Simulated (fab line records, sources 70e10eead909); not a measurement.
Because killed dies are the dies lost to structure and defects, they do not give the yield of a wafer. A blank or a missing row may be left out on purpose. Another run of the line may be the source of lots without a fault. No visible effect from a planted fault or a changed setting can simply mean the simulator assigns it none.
fab line records :: flow nand-harc
record:
  lots: 5
  wafers: 15
  last-day: 24
route steps=1159 shown A_M1@1043
lots that met no fault: from a run of the same line without faults
start-h: hours from the record's first day to the start of the lot's first wafer shown :: wait-h: hours since the lot's step before :: " as in the row above :: L1.1+2: a single row standing in for several wafers :: - no value, or no start given :: * or withheld: withheld :: < > ~ a bound
route shown NAME@n: NAME is a module with steps in the file, n the number in the route of the first one :: usual: mean/standard deviation of fault-free wafers :: same: alike in all rows :: chamber/n: place in a boat :: sites: per-site readings :: _std_site: standard deviation across them :: _edge_site: the outer-site mean with the inner-site mean subtracted :: radius-mm: for every site, how far away it sits from the centre of the wafer :: mask NAME#n: copy n :: behind: the tool/chamber that last shaped the wafer :: hold: reason for holding the lot/hours on hold/outcome of the hold :: device: whichever transistor did not switch (one of n, p or np) :: end of line: the same wafers' tests at the end of the route :: a step with no rows: only its recipe :: killed: count of dies lost to structure and defects at first sort (not the wafer's yield) :: map: the dies of a wafer, with x for killed, . for not killed, _ for no die there
set.NAME: the setting that was run; set.NAME@STEP: the one run at that earlier step :: model.NAME: the simulator's own value behind a step, which no gauge read
lots seen at some steps along the route; tables by step, rows by wafer
services: the hour from which a tool's chamber was out of use, counted from the record's first day as start-h (under 0 if before that day), plus the number of hours and why
== steps ==
step: NHARC_A_M1_STRIP_18
recipe:
  power-w: 1000
  n2-flow-sccm: 150
  h2-flow-sccm: 150
  ar-flow-sccm: 0
  bias-w: 0
  chemistry: N2/H2
usual:
  drypump-motor-current-A: 5.7/0.41
  h2-flow-sccm: 150.0/0.44
  oes-product-au: 1.003/0.0087
  rf-vpp-V: 90.6/0.93
  showerhead-plenum-p-Torr: 2.03/0.081
  throttle-valve-pct: 14.171/0.0094
same:
  bias-w: 0
lot.wafer: L078.3
tool: rie-diel-03
chamber: 1
start-h: 418.07
wait-h: 0.1
drypump-motor-current-A: 6.0
h2-flow-sccm: 150.6
oes-product-au: 1.000
rf-hours-counter-h: 2
rf-vpp-V: 88.3
showerhead-plenum-p-Torr: 1.89
throttle-valve-pct: 14.175

lot.wafer: L078.1
tool: rie-diel-03
chamber: 2
start-h: 418.07
wait-h: 0.1
drypump-motor-current-A: 5.4
h2-flow-sccm: 150.1
oes-product-au: 0.999
rf-hours-counter-h: 2
rf-vpp-V: 91.8
showerhead-plenum-p-Torr: 2.14
throttle-valve-pct: 14.175

lot.wafer: L078.5
tool: rie-diel-03
chamber: 2
start-h: 418.07
wait-h: 0.1
drypump-motor-current-A: 5.4
h2-flow-sccm: 149.4
oes-product-au: 0.995
rf-hours-counter-h: -
rf-vpp-V: 90.6
showerhead-plenum-p-Torr: 2.14
throttle-valve-pct: 14.175

lot.wafer: L079.3
tool: rie-diel-04
chamber: 0
start-h: 421.12
wait-h: 0.1
drypump-motor-current-A: 5.2
h2-flow-sccm: 150.7
oes-product-au: 1.004
rf-hours-counter-h: 3
rf-vpp-V: 90.1
showerhead-plenum-p-Torr: 1.91
throttle-valve-pct: 14.167

lot.wafer: L079.5
tool: rie-diel-04
chamber: 2
start-h: 421.12
wait-h: 0.1
drypump-motor-current-A: 5.8
h2-flow-sccm: 149.7
oes-product-au: 1.005
rf-hours-counter-h: -
rf-vpp-V: 91.1
showerhead-plenum-p-Torr: 2.14
throttle-valve-pct: 14.169

lot.wafer: L079.6
tool: rie-diel-04
chamber: 3
start-h: 421.12
wait-h: 0.1
drypump-motor-current-A: 5.5
h2-flow-sccm: 149.8
oes-product-au: 0.994
rf-hours-counter-h: -
rf-vpp-V: 90.6
showerhead-plenum-p-Torr: 2.04
throttle-valve-pct: 14.169

lot.wafer: L083.3
tool: rie-diel-08
chamber: 3
start-h: 466.74
wait-h: 0.1
drypump-motor-current-A: 6.5
h2-flow-sccm: 150.3
oes-product-au: 1.015
rf-hours-counter-h: 9
rf-vpp-V: 90.9
showerhead-plenum-p-Torr: 1.98
throttle-valve-pct: 14.173

lot.wafer: L083.2
tool: rie-diel-08
chamber: 0
start-h: 466.74
wait-h: 0.1
drypump-motor-current-A: 5.7
h2-flow-sccm: 149.5
oes-product-au: 1.004
rf-hours-counter-h: 10
rf-vpp-V: 91.6
showerhead-plenum-p-Torr: 2.10
throttle-valve-pct: 14.167

lot.wafer: L083.1
tool: rie-diel-08
chamber: 1
start-h: 466.74
wait-h: 0.1
drypump-motor-current-A: 5.3
h2-flow-sccm: 149.4
oes-product-au: 0.997
rf-hours-counter-h: 10
rf-vpp-V: 90.0
showerhead-plenum-p-Torr: 1.97
throttle-valve-pct: 14.186

lot.wafer: L086.1
tool: rie-diel-08
chamber: 1
start-h: 473.56
wait-h: 0.1
drypump-motor-current-A: 5.3
h2-flow-sccm: 149.7
oes-product-au: 0.989
rf-hours-counter-h: 11
rf-vpp-V: 90.5
showerhead-plenum-p-Torr: 1.97
throttle-valve-pct: 14.160

lot.wafer: L086.4
tool: rie-diel-08
chamber: 3
start-h: 473.56
wait-h: 0.1
drypump-motor-current-A: 6.5
h2-flow-sccm: 149.8
oes-product-au: 1.006
rf-hours-counter-h: 10
rf-vpp-V: 89.8
showerhead-plenum-p-Torr: 1.98
throttle-valve-pct: 14.159

lot.wafer: L086.6
tool: rie-diel-08
chamber: 2
start-h: 473.56
wait-h: 0.1
drypump-motor-current-A: 5.6
h2-flow-sccm: 150.1
oes-product-au: 0.997
rf-hours-counter-h: -
rf-vpp-V: 90.0
showerhead-plenum-p-Torr: 2.04
throttle-valve-pct: 14.176

lot.wafer: L092.3
tool: rie-diel-03
chamber: 3
start-h: 502.90
wait-h: 0.1
drypump-motor-current-A: 5.6
h2-flow-sccm: 150.2
oes-product-au: 0.987
rf-hours-counter-h: 8
rf-vpp-V: 91.2
showerhead-plenum-p-Torr: 2.13
throttle-valve-pct: 14.189

lot.wafer: L092.2
tool: rie-diel-03
chamber: 1
start-h: 502.90
wait-h: 0.1
drypump-motor-current-A: 6.0
h2-flow-sccm: 150.0
oes-product-au: 0.992
rf-hours-counter-h: 9
rf-vpp-V: 90.9
showerhead-plenum-p-Torr: 1.89
throttle-valve-pct: 14.171

lot.wafer: L092.4
tool: rie-diel-03
chamber: 3
start-h: 502.90
wait-h: 0.1
drypump-motor-current-A: 5.6
h2-flow-sccm: 150.6
oes-product-au: 0.990
rf-hours-counter-h: -
rf-vpp-V: 92.1
showerhead-plenum-p-Torr: 2.13
throttle-valve-pct: 14.176
step: NHARC_A_M1_ETCH_28
recipe:
  target-depth-a: 300
  over-etch-frac: 0.3
  time-s: 72.99
  ion-energy-ev: 150
  cf4-flow-sccm: 50
  n2-flow-sccm: 100
  ar-flow-sccm: 150
  rf-w: 300
  bias-w: 100
  chemistry: CF4/N2
usual:
  bias-w: 100.00/0.3
  cf4-flow-sccm: 50.00/0.17
  drypump-motor-current-A: 5.7/0.42
  oes-product-au: 1.006/0.0088
  rf-vpp-V: 313.9/1.9
  showerhead-plenum-p-Torr: 2.61/0.096
  throttle-valve-pct: 19.795/0.0093
lot.wafer: L078.1
tool: rie-diel-03
chamber: 2
start-h: -
wait-h: -
bias-w: 99.69
cf4-flow-sccm: 50.20
drypump-motor-current-A: 5.4
oes-product-au: 0.999
rf-hours-counter-h: 2
rf-vpp-V: 315.9
showerhead-plenum-p-Torr: 2.75
throttle-valve-pct: 19.792

lot.wafer: L078.3
tool: rie-diel-03
chamber: 0
start-h: -
wait-h: -
bias-w: 99.50
cf4-flow-sccm: 50.11
drypump-motor-current-A: 5.0
oes-product-au: 0.989
rf-hours-counter-h: 1
rf-vpp-V: 312.3
showerhead-plenum-p-Torr: 2.53
throttle-valve-pct: 19.804

lot.wafer: L078.5
tool: rie-diel-03
chamber: 0
start-h: -
wait-h: -
bias-w: 99.90
cf4-flow-sccm: 50.02
drypump-motor-current-A: 5.1
oes-product-au: 1.011
rf-hours-counter-h: -
rf-vpp-V: 312.8
showerhead-plenum-p-Torr: 2.53
throttle-valve-pct: 19.804

lot.wafer: L079.3
tool: rie-diel-04
chamber: 3
start-h: -
wait-h: -
bias-w: 99.92
cf4-flow-sccm: 50.00
drypump-motor-current-A: 5.5
oes-product-au: 0.996
rf-hours-counter-h: 3
rf-vpp-V: 313.6
showerhead-plenum-p-Torr: 2.62
throttle-valve-pct: 19.807

lot.wafer: L079.5
tool: rie-diel-04
chamber: 2
start-h: -
wait-h: -
bias-w: 99.95
cf4-flow-sccm: 50.01
drypump-motor-current-A: 5.8
oes-product-au: 1.002
rf-hours-counter-h: -
rf-vpp-V: 316.5
showerhead-plenum-p-Torr: 2.74
throttle-valve-pct: 19.791

lot.wafer: L079.6
tool: rie-diel-04
chamber: 3
start-h: -
wait-h: -
bias-w: 99.72
cf4-flow-sccm: 49.68
drypump-motor-current-A: 5.5
oes-product-au: 0.982
rf-hours-counter-h: -
rf-vpp-V: 314.9
showerhead-plenum-p-Torr: 2.62
throttle-valve-pct: 19.802

lot.wafer: L083.3
tool: rie-diel-08
chamber: 2
start-h: -
wait-h: -
bias-w: 100.52
cf4-flow-sccm: 50.04
drypump-motor-current-A: 5.6
oes-product-au: 1.003
rf-hours-counter-h: 9
rf-vpp-V: 314.0
showerhead-plenum-p-Torr: 2.63
throttle-valve-pct: 19.807

lot.wafer: L083.1
tool: rie-diel-08
chamber: 3
start-h: -
wait-h: -
bias-w: 99.79
cf4-flow-sccm: 50.06
drypump-motor-current-A: 6.5
oes-product-au: 1.012
rf-hours-counter-h: 9
rf-vpp-V: 312.0
showerhead-plenum-p-Torr: 2.56
throttle-valve-pct: 19.792

lot.wafer: L083.2
tool: rie-diel-08
chamber: 1
start-h: -
wait-h: -
bias-w: 99.56
cf4-flow-sccm: 49.97
drypump-motor-current-A: 5.4
oes-product-au: 0.995
rf-hours-counter-h: 10
rf-vpp-V: 312.0
showerhead-plenum-p-Torr: 2.54
throttle-valve-pct: 19.768

lot.wafer: L086.4
tool: rie-diel-08
chamber: 3
start-h: -
wait-h: -
bias-w: 99.46
cf4-flow-sccm: 49.68
drypump-motor-current-A: 6.5
oes-product-au: 1.026
rf-hours-counter-h: 10
rf-vpp-V: 314.0
showerhead-plenum-p-Torr: 2.56
throttle-valve-pct: 19.802

lot.wafer: L086.1
tool: rie-diel-08
chamber: 2
start-h: -
wait-h: -
bias-w: 100.17
cf4-flow-sccm: 50.19
drypump-motor-current-A: 5.6
oes-product-au: 0.999
rf-hours-counter-h: 10
rf-vpp-V: 312.3
showerhead-plenum-p-Torr: 2.63
throttle-valve-pct: 19.798

lot.wafer: L086.6
tool: rie-diel-08
chamber: 0
start-h: -
wait-h: -
bias-w: 100.50
cf4-flow-sccm: 50.05
drypump-motor-current-A: 5.7
oes-product-au: 1.010
rf-hours-counter-h: -
rf-vpp-V: 315.6
showerhead-plenum-p-Torr: 2.69
throttle-valve-pct: 19.786

lot.wafer: L092.3
tool: rie-diel-03
chamber: 1
start-h: -
wait-h: -
bias-w: 99.67
cf4-flow-sccm: 50.33
drypump-motor-current-A: 6.0
oes-product-au: 0.981
rf-hours-counter-h: 10
rf-vpp-V: 309.6
showerhead-plenum-p-Torr: 2.45
throttle-valve-pct: 19.784

lot.wafer: L092.2
tool: rie-diel-03
chamber: 2
start-h: -
wait-h: -
bias-w: 100.23
cf4-flow-sccm: 50.07
drypump-motor-current-A: 5.4
oes-product-au: 1.002
rf-hours-counter-h: 9
rf-vpp-V: 316.3
showerhead-plenum-p-Torr: 2.74
throttle-valve-pct: 19.796

lot.wafer: L092.4
tool: rie-diel-03
chamber: 1
start-h: -
wait-h: -
bias-w: 100.33
cf4-flow-sccm: 50.02
drypump-motor-current-A: 6.0
oes-product-au: 0.995
rf-hours-counter-h: -
rf-vpp-V: 311.2
showerhead-plenum-p-Torr: 2.45
throttle-valve-pct: 19.800
step: NHARC_A_M1_STRIP_19
recipe:
  time-s: 600
  temp-c: 30
  chemistry: post-etch-residue-remover
lot.wafer: L078.3+5+1
tool: wet-bench-10
chamber: 0,2,3
start-h: 418.48
wait-h: -

lot.wafer: L079.5+3+6
tool: wet-bench-10
chamber: 1,4,5
start-h: 421.44
wait-h: -

lot.wafer: L083.3+2+1
tool: wet-bench-08
chamber: 1,2,5
start-h: 467.11
wait-h: -

lot.wafer: L086.4+1+6
tool: wet-bench-08
chamber: 0,3,4
start-h: 473.94
wait-h: -

lot.wafer: L092.4+2+3
tool: wet-bench-08
chamber: 4,6,1
start-h: 503.30
wait-h: -
step: NHARC_A_M1_DEGAS_29
recipe:
  temp-c: 250
  time-s: 60
usual:
  heater-power-w: 345/49
lot.wafer: L078.1
tool: pvd-sputter-01
chamber: -
start-h: 418.76
wait-h: -
heater-power-w: 336

lot.wafer: L078.3
tool: pvd-sputter-01
chamber: -
start-h: 418.76
wait-h: -
heater-power-w: 367

lot.wafer: L078.5
tool: pvd-sputter-01
chamber: -
start-h: 418.76
wait-h: -
heater-power-w: 332

lot.wafer: L079.3
tool: pvd-sputter-02
chamber: -
start-h: 421.70
wait-h: -
heater-power-w: 270

lot.wafer: L079.5
tool: pvd-sputter-02
chamber: -
start-h: 421.70
wait-h: -
heater-power-w: 272

lot.wafer: L079.6
tool: pvd-sputter-02
chamber: -
start-h: 421.70
wait-h: -
heater-power-w: 333

lot.wafer: L083.1
tool: pvd-sputter-02
chamber: -
start-h: 467.37
wait-h: -
heater-power-w: 465

lot.wafer: L083.3
tool: pvd-sputter-02
chamber: -
start-h: 467.37
wait-h: -
heater-power-w: 313

lot.wafer: L083.2
tool: pvd-sputter-02
chamber: -
start-h: 467.37
wait-h: -
heater-power-w: 271

lot.wafer: L086.4
tool: pvd-sputter-01
chamber: -
start-h: 474.22
wait-h: -
heater-power-w: 354

lot.wafer: L086.1
tool: pvd-sputter-01
chamber: -
start-h: 474.22
wait-h: -
heater-power-w: 329

lot.wafer: L086.6
tool: pvd-sputter-01
chamber: -
start-h: 474.22
wait-h: -
heater-power-w: 334

lot.wafer: L092.2
tool: pvd-sputter-02
chamber: -
start-h: 503.57
wait-h: -
heater-power-w: 265

lot.wafer: L092.3
tool: pvd-sputter-02
chamber: -
start-h: 503.57
wait-h: -
heater-power-w: 330

lot.wafer: L092.4
tool: pvd-sputter-02
chamber: -
start-h: 503.57
wait-h: -
heater-power-w: 454
step: NHARC_A_M1_PRE_CLEAN_30
recipe:
  time-s: 30
  temp-c: 280
  gas: H2/He
usual:
  heater-power-w: 423/59
lot.wafer: L078.1
tool: pvd-sputter-01
chamber: -
start-h: -
wait-h: -
heater-power-w: 386

lot.wafer: L078.3
tool: pvd-sputter-01
chamber: -
start-h: -
wait-h: -
heater-power-w: 394

lot.wafer: L078.5
tool: pvd-sputter-01
chamber: -
start-h: -
wait-h: -
heater-power-w: 408

lot.wafer: L079.3
tool: pvd-sputter-02
chamber: -
start-h: -
wait-h: -
heater-power-w: 406

lot.wafer: L079.5
tool: pvd-sputter-02
chamber: -
start-h: -
wait-h: -
heater-power-w: 325

lot.wafer: L079.6
tool: pvd-sputter-02
chamber: -
start-h: -
wait-h: -
heater-power-w: 407

lot.wafer: L083.2
tool: pvd-sputter-02
chamber: -
start-h: -
wait-h: -
heater-power-w: 415

lot.wafer: L083.3
tool: pvd-sputter-02
chamber: -
start-h: -
wait-h: -
heater-power-w: 544

lot.wafer: L083.1
tool: pvd-sputter-02
chamber: -
start-h: -
wait-h: -
heater-power-w: 328

lot.wafer: L086.1
tool: pvd-sputter-01
chamber: -
start-h: -
wait-h: -
heater-power-w: 401

lot.wafer: L086.4
tool: pvd-sputter-01
chamber: -
start-h: -
wait-h: -
heater-power-w: 435

lot.wafer: L086.6
tool: pvd-sputter-01
chamber: -
start-h: -
wait-h: -
heater-power-w: 404

lot.wafer: L092.2
tool: pvd-sputter-02
chamber: -
start-h: -
wait-h: -
heater-power-w: 387

lot.wafer: L092.4
tool: pvd-sputter-02
chamber: -
start-h: -
wait-h: -
heater-power-w: 413

lot.wafer: L092.3
tool: pvd-sputter-02
chamber: -
start-h: -
wait-h: -
heater-power-w: 558
step: NHARC_A_M1_PVD_20
recipe:
  target-thk-a: 50
  bias-v: 168.6
  power-w: 15000
  chamber-pressure-pa: 0.12
  time-s: 8.06
  substrate-temp-c: 50
  material: TaN
usual:
  cathode-dc-power-W: 15000/2.9
  chamber-pressure-pa: 0.12003/0.00023
  throttle-valve-pct: 29.7/0.9
lot.wafer: L078.3
tool: pvd-sputter-01
chamber: -
start-h: -
wait-h: -
cathode-dc-power-W: 15000
chamber-pressure-pa: 0.11996
throttle-valve-pct: 29.4

lot.wafer: L078.1
tool: pvd-sputter-01
chamber: -
start-h: -
wait-h: -
cathode-dc-power-W: 14998
chamber-pressure-pa: 0.12017
throttle-valve-pct: 29.5

lot.wafer: L078.5
tool: pvd-sputter-01
chamber: -
start-h: -
wait-h: -
cathode-dc-power-W: 14999
chamber-pressure-pa: 0.12005
throttle-valve-pct: 29.1

lot.wafer: L079.3
tool: pvd-sputter-02
chamber: -
start-h: -
wait-h: -
cathode-dc-power-W: 15002
chamber-pressure-pa: 0.11988
throttle-valve-pct: 28.3

lot.wafer: L079.5
tool: pvd-sputter-02
chamber: -
start-h: -
wait-h: -
cathode-dc-power-W: 15001
chamber-pressure-pa: 0.12014
throttle-valve-pct: 28.2

lot.wafer: L079.6
tool: pvd-sputter-02
chamber: -
start-h: -
wait-h: -
cathode-dc-power-W: 14999
chamber-pressure-pa: 0.11948
throttle-valve-pct: 30.7

lot.wafer: L083.3
tool: pvd-sputter-02
chamber: -
start-h: -
wait-h: -
cathode-dc-power-W: 14999
chamber-pressure-pa: 0.12018
throttle-valve-pct: 30.6

lot.wafer: L083.2
tool: pvd-sputter-02
chamber: -
start-h: -
wait-h: -
cathode-dc-power-W: 15001
chamber-pressure-pa: 0.12004
throttle-valve-pct: 30.7

lot.wafer: L083.1
tool: pvd-sputter-02
chamber: -
start-h: -
wait-h: -
cathode-dc-power-W: 14996
chamber-pressure-pa: 0.11993
throttle-valve-pct: 30.7

lot.wafer: L086.4
tool: pvd-sputter-01
chamber: -
start-h: -
wait-h: -
cathode-dc-power-W: 14999
chamber-pressure-pa: 0.12056
throttle-valve-pct: 29.6

lot.wafer: L086.1
tool: pvd-sputter-01
chamber: -
start-h: -
wait-h: -
cathode-dc-power-W: 15001
chamber-pressure-pa: 0.11984
throttle-valve-pct: 29.3

lot.wafer: L086.6
tool: pvd-sputter-01
chamber: -
start-h: -
wait-h: -
cathode-dc-power-W: 14999
chamber-pressure-pa: 0.11975
throttle-valve-pct: 29.6

lot.wafer: L092.3
tool: pvd-sputter-02
chamber: -
start-h: -
wait-h: -
cathode-dc-power-W: 15000
chamber-pressure-pa: 0.12035
throttle-valve-pct: 30.8

lot.wafer: L092.2
tool: pvd-sputter-02
chamber: -
start-h: -
wait-h: -
cathode-dc-power-W: 15000
chamber-pressure-pa: 0.12023
throttle-valve-pct: 30.4

lot.wafer: L092.4
tool: pvd-sputter-02
chamber: -
start-h: -
wait-h: -
cathode-dc-power-W: 14993
chamber-pressure-pa: 0.12002
throttle-valve-pct: 28.0
step: NHARC_A_M1_PVD_21
recipe:
  target-thk-a: 300
  chamber-pressure-pa: 5
  power-w: 5000
  substrate-temp-c: 30
  time-s: 20.49
  material: Cu
usual:
  cathode-dc-power-W: 5000.0/0.82
  chamber-pressure-pa: 5.000/0.01
  throttle-valve-pct: 29.7/0.89
lot.wafer: L078.3
tool: pvd-sputter-01
chamber: -
start-h: -
wait-h: -
cathode-dc-power-W: 5000.2
chamber-pressure-pa: 4.998
throttle-valve-pct: 29.6

lot.wafer: L078.1
tool: pvd-sputter-01
chamber: -
start-h: -
wait-h: -
cathode-dc-power-W: 5000.6
chamber-pressure-pa: 4.983
throttle-valve-pct: 29.2

lot.wafer: L078.5
tool: pvd-sputter-01
chamber: -
start-h: -
wait-h: -
cathode-dc-power-W: 5000.1
chamber-pressure-pa: 4.997
throttle-valve-pct: 29.3

lot.wafer: L079.3
tool: pvd-sputter-02
chamber: -
start-h: -
wait-h: -
cathode-dc-power-W: 5000.4
chamber-pressure-pa: 5.003
throttle-valve-pct: 31.0

lot.wafer: L079.6
tool: pvd-sputter-02
chamber: -
start-h: -
wait-h: -
cathode-dc-power-W: 4999.5
chamber-pressure-pa: 4.989
throttle-valve-pct: 30.5

lot.wafer: L079.5
tool: pvd-sputter-02
chamber: -
start-h: -
wait-h: -
cathode-dc-power-W: 4999.6
chamber-pressure-pa: 5.002
throttle-valve-pct: 30.9

lot.wafer: L083.3
tool: pvd-sputter-02
chamber: -
start-h: -
wait-h: -
cathode-dc-power-W: 4999.3
chamber-pressure-pa: 4.989
throttle-valve-pct: 28.1

lot.wafer: L083.1
tool: pvd-sputter-02
chamber: -
start-h: -
wait-h: -
cathode-dc-power-W: 5000.0
chamber-pressure-pa: 5.020
throttle-valve-pct: 30.9

lot.wafer: L083.2
tool: pvd-sputter-02
chamber: -
start-h: -
wait-h: -
cathode-dc-power-W: 4999.2
chamber-pressure-pa: 4.989
throttle-valve-pct: 30.9

lot.wafer: L086.1
tool: pvd-sputter-01
chamber: -
start-h: -
wait-h: -
cathode-dc-power-W: 5000.3
chamber-pressure-pa: 4.993
throttle-valve-pct: 29.2

lot.wafer: L086.4
tool: pvd-sputter-01
chamber: -
start-h: -
wait-h: -
cathode-dc-power-W: 5000.6
chamber-pressure-pa: 4.999
throttle-valve-pct: 28.9

lot.wafer: L086.6
tool: pvd-sputter-01
chamber: -
start-h: -
wait-h: -
cathode-dc-power-W: 5001.3
chamber-pressure-pa: 5.005
throttle-valve-pct: 29.0

lot.wafer: L092.2
tool: pvd-sputter-02
chamber: -
start-h: -
wait-h: -
cathode-dc-power-W: 4999.7
chamber-pressure-pa: 5.001
throttle-valve-pct: 28.4

lot.wafer: L092.3
tool: pvd-sputter-02
chamber: -
start-h: -
wait-h: -
cathode-dc-power-W: 5000.1
chamber-pressure-pa: 5.001
throttle-valve-pct: 30.7

lot.wafer: L092.4
tool: pvd-sputter-02
chamber: -
start-h: -
wait-h: -
cathode-dc-power-W: 5001.4
chamber-pressure-pa: 4.988
throttle-valve-pct: 30.7
step: NHARC_A_M1_ECD_22
recipe:
  target-thk-a: 4000
  bath-temp-c: 25
  material: Cu
lot.wafer: L078.1+3+5
tool: ecd-cu-02
chamber: 0,1,1
start-h: 419.12
wait-h: -

lot.wafer: L079.3+5+6
tool: ecd-cu-01
chamber: 1,0,1
start-h: 422.21
wait-h: -

lot.wafer: L083.1+2+3
tool: ecd-cu-02
chamber: 0,1,0
start-h: 467.73
wait-h: -

lot.wafer: L086.1+4+6
tool: ecd-cu-01
chamber: 1,0,0
start-h: 474.62
wait-h: -

lot.wafer: L092.2+4+3
tool: ecd-cu-01
chamber: 0,1,0
start-h: 503.98
wait-h: -
== services ==
tool: rie-diel-03
chamber: 0
start-h: 401.33
hours: -
kind: clean

tool: rie-diel-03
chamber: 1
start-h: 401.33
hours: -
kind: clean

tool: rie-diel-03
chamber: 2
start-h: 401.33
hours: -
kind: clean

tool: rie-diel-03
chamber: 3
start-h: 401.33
hours: -
kind: clean

tool: wet-bench-08
chamber: -
start-h: 402.71
hours: 8.7
kind: repair

tool: rie-diel-04
chamber: -
start-h: 404.41
hours: 1.9
kind: repair

tool: rie-diel-08
chamber: 2
start-h: 405.79
hours: 2.6
kind: repair

tool: rie-diel-08
chamber: 0
start-h: 408.80
hours: -
kind: clean

tool: rie-diel-08
chamber: 1
start-h: 408.80
hours: -
kind: clean

tool: rie-diel-08
chamber: 2
start-h: 408.80
hours: -
kind: clean

tool: rie-diel-08
chamber: 3
start-h: 408.80
hours: -
kind: clean

tool: rie-diel-03
chamber: 3
start-h: 413.84
hours: 12.4
kind: repair

tool: wet-bench-10
chamber: -
start-h: 423.22
hours: 8.0
kind: pm

tool: rie-diel-03
chamber: 0
start-h: 425.83
hours: -
kind: clean

tool: rie-diel-03
chamber: 1
start-h: 425.83
hours: -
kind: clean

tool: rie-diel-04
chamber: 1
start-h: 430.49
hours: 14.9
kind: repair

tool: rie-diel-03
chamber: 1
start-h: 445.34
hours: 1.4
kind: repair

tool: ecd-cu-01
chamber: -
start-h: 448.09
hours: 8.0
kind: pm

tool: rie-diel-04
chamber: 2
start-h: 458.16
hours: 1.5
kind: repair

tool: rie-diel-04
chamber: -
start-h: 465.90
hours: 9.0
kind: pm

tool: pvd-sputter-02
chamber: -
start-h: 473.60
hours: 1.8
kind: repair

tool: rie-diel-08
chamber: -
start-h: 478.92
hours: 9.0
kind: pm

tool: rie-diel-03
chamber: 0
start-h: 494.59
hours: 11.4
kind: repair

tool: rie-diel-08
chamber: -
start-h: 500.66
hours: 4.3
kind: repair
== key ==
fault none
